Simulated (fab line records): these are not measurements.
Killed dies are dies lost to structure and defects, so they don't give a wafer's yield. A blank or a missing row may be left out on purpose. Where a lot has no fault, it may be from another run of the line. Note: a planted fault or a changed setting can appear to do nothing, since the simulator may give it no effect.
What tool caused it?    flow nandHarc    6 lots with 18 wafers sampled at 2 steps, on a route of 1159 steps

== WHAT THE GAUGES READ, wafer by wafer ==
NHARC_P_ZERO_WELL_CD_MEAS_24 targets a cd of 720 nm.
lot   measured     on        cdNm (nm)
L661  day 1 20:28  cdSem-02  721.9 721.4 721.0
L667  day 3 08:39  cdSem-01  718.9 719.6 719.5
L669  day 3 20:37  cdSem-01  709.7 708.1 709.5
L677  day 5 20:41  cdSem-03  720.8 720.6 720.7
L679  day 6 08:35  cdSem-01  719.7 720.2 720.6
L682  day 7 02:38  cdSem-02  722.3 720.8 721.5

== WHAT TOOL EACH LOT RAN ON (gives the tool, then ch and the chambers of the sampled wafers, and finally the start) ==
lot   NHARC_P_ZERO_WELL_EXPOSE_21
L661  krfScanner-01 ch 0, day 1 20:19
L667  krfScanner-04 ch 0, day 3 08:30
L669  krfScanner-01 ch 0, day 3 20:28
L677  krfScanner-02 ch 0, day 5 20:32
L679  krfScanner-01 ch 0, day 6 08:26
L682  krfScanner-02 ch 0, day 7 02:29
- NHARC_P_ZERO_WELL_EXPOSE_21: exposes mask P NWELL, target cd 720 nm.

== THE ANSWER, worked out from the rows above alone ==
Rule: what is usual is taken from the lots themselves. The widest of any qualifying gaps counts: lots, ordered by their means at a reading, are off when they make up no more than a third of the lots, leave a main group of 4 or more, and stand apart from it by 3 or more times the standard deviation of that group's means. If all means in a main group match to the digits the tables above print for the reading, that group is not used. Also off: a lot with no number at a reading for which 4 or more lots have one. Any other lot the step has rows for is counted as sound.
Off: L669 (NHARC_P_ZERO_WELL_CD_MEAS_24, cdNm). For the main group the mean is 720.6 nm and the standard deviation 0.82.
If a tool, at a process step before that reading, ran all the lots that are off and no sound lot after the first of them, it fits. Those tools and the gauges at NHARC_P_ZERO_WELL_CD_MEAS_24 are tried in the same way. None of those tried fits.

== WHAT WAS PUT IN BY THE SIMULATOR ==
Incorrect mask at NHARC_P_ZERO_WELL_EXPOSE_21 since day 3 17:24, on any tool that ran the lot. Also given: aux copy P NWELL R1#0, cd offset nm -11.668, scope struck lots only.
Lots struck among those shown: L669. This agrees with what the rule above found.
